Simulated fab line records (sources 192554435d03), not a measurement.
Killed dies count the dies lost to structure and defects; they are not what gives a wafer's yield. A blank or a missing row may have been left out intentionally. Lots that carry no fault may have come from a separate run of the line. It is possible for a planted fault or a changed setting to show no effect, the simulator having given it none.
The tool behind it: which one?	flow n5_finfet	11 lots, 32 wafers sampled, at 4 steps of a route of 1938

== WHAT THE GAUGES SHOWED, per wafer ==
N5_BEOL_M15_INSPECT_55: inspects for defects (darkfield).
lot	measured	on	raw_defect_count
L932	day 10 17:55	defect_inspect-01	100 59 71
L933	day 11 16:08	defect_inspect-01	43 65 50
L935	day 11 16:58	defect_inspect-02	75 51 73
L934	day 11 21:02	defect_inspect-01	67 105 41
L936	day 12 08:44	defect_inspect-02	29 37 38
L945	day 15 02:49	defect_inspect-01	42 66 90
L947	day 15 10:07	defect_inspect-01	47 67 117
L950	day 16 04:02	defect_inspect-02	64 54
L952	day 16 06:11	defect_inspect-01	70 87 60
L954	day 17 13:55	defect_inspect-02	60 85 62
L955	day 17 14:28	defect_inspect-01	80 58 79

== WHICH TOOL RAN EACH LOT (tool, then ch and the chambers of the sampled wafers, then the start) ==
lot	N5_BEOL_M15_SPUTTER_43	N5_BEOL_M15_ANNEAL_48	N5_BEOL_M15_DEP_53
L932	pvd_sputter-01, day 10 16:40	rtp_anneal-02 ch 0, day 10 17:19	pecvd-04 ch 0,1,2, day 10 17:51
L933	pvd_sputter-02, day 11 14:53	rtp_anneal-01 ch 0, day 11 15:26	pecvd-04 ch 0,2, day 11 16:03
L935	pvd_sputter-02, day 11 15:42	rtp_anneal-02 ch 0, day 11 16:16	pecvd-04 ch 0,2, day 11 16:52
L934	pvd_sputter-03, day 11 19:47	rtp_anneal-01 ch 0, day 11 20:18	pecvd-04 ch 0,1,2, day 11 20:57
L936	pvd_sputter-01, day 12 06:37	rtp_anneal-01 ch 0, day 12 07:59	pecvd-01 ch 0,1, day 12 08:38
L945	pvd_sputter-01, day 15 01:33	rtp_anneal-02 ch 0, day 15 02:10	pecvd-01 ch 1,2, day 15 02:43
L947	pvd_sputter-02, day 15 08:50	rtp_anneal-01 ch 0, day 15 09:29	pecvd-02 ch 0,1,2, day 15 10:02
L950	pvd_sputter-03, day 16 01:05	rtp_anneal-02 ch 0, day 16 03:01	pecvd-02 ch 1,2, day 16 03:56
L952	pvd_sputter-03, day 16 04:55	rtp_anneal-01 ch 0, day 16 05:26	pecvd-02 ch 0,1,2, day 16 06:06
L954	pvd_sputter-01, day 17 12:38	rtp_anneal-01 ch 0, day 17 13:11	pecvd-01 ch 0,1,2, day 17 13:50
L955	pvd_sputter-01, day 17 13:12	rtp_anneal-01 ch 0, day 17 13:43	pecvd-01 ch 0,2, day 17 14:23
- N5_BEOL_M15_SPUTTER_43: material TaN, target thk 15 nm, time 24.19 s.
- N5_BEOL_M15_ANNEAL_48: time 90 s.
- N5_BEOL_M15_DEP_53: deposits SiCN from 3MS/NH3, target thk 50 nm, time 17.8 s.

== THE ANSWER, worked out from the rows above alone ==
Rule: the usual values come from the lots themselves. The widest of any qualifying gaps counts: lots, ordered by their means at a reading, are off when they make up no more than a third of the lots, leave a main group of 4 or more, and stand apart from it by 3 or more times the standard deviation of that group's means. A main group whose means are all the same, to the digits that the tables above print for the reading, isn't used. Also off: a lot with no number at a reading for which 4 or more lots have one. Any other lot the step has rows for is counted as sound.
No lot is off at any reading shown: from this, nothing can be told.

== WHAT THE SIMULATOR HAD PUT IN ==
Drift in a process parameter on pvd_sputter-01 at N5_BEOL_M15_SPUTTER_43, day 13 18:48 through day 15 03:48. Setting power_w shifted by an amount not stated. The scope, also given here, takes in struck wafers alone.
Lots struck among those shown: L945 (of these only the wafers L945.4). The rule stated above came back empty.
